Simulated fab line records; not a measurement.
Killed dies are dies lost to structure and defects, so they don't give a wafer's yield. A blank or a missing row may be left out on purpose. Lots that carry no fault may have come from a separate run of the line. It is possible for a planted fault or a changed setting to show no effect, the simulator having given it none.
Chamber matching -- flow nandHarc -- NHARC_A_M0_STRIP_18 on rieDiel-01 has 4 sister chambers
The step strips in N2/H2. 4 wafers are shown with their chamber, then 7 later ones without.

== EACH WAFER AND ITS CHAMBER ==
wafer,chamber,drypumpMotorCurrentA (A)
L280.2,1,5.1
L280.4,3,4.8
L291.1,2,5.9
L291.3,0,4.8

== WAFERS WITHOUT THEIR CHAMBER ==
wafer,drypumpMotorCurrentA (A)
L291.6,5.1
L292.3,4.8
L292.4,4.7
L292.5,5.9
L294.3,4.8
L294.4,5.1
L294.6,4.8

== WHICH CHAMBER EACH WENT THROUGH ==
wafer,from the rows above,in truth
L291.6,1,1
L292.3,can't be placed: 0 or 3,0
L292.4,can't be placed: 0 or 3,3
L292.5,2,2
L294.3,can't be placed: 0 or 3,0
L294.4,1,1
L294.6,can't be placed: 0 or 3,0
Placed correctly: 3 of 7. Unplaceable from these rows: 4, with the true chamber sitting among the candidates in 4. 0 placed wrongly.
How it was worked out, from the rows above alone: a wafer's distance from a chamber is the root of the sum, over the readings, of the square of ((its reading less the chamber's mean) divided by the reading's scatter). If the next closest chamber is less than 2 further off than the closest, the wafer can't be placed; otherwise it belongs to the closest. The mean given for a chamber averages the wafers shown for that chamber. The scatter: root of mean squared gap, hidden wafer to nearest shown wafer, with one shown wafer a chamber.
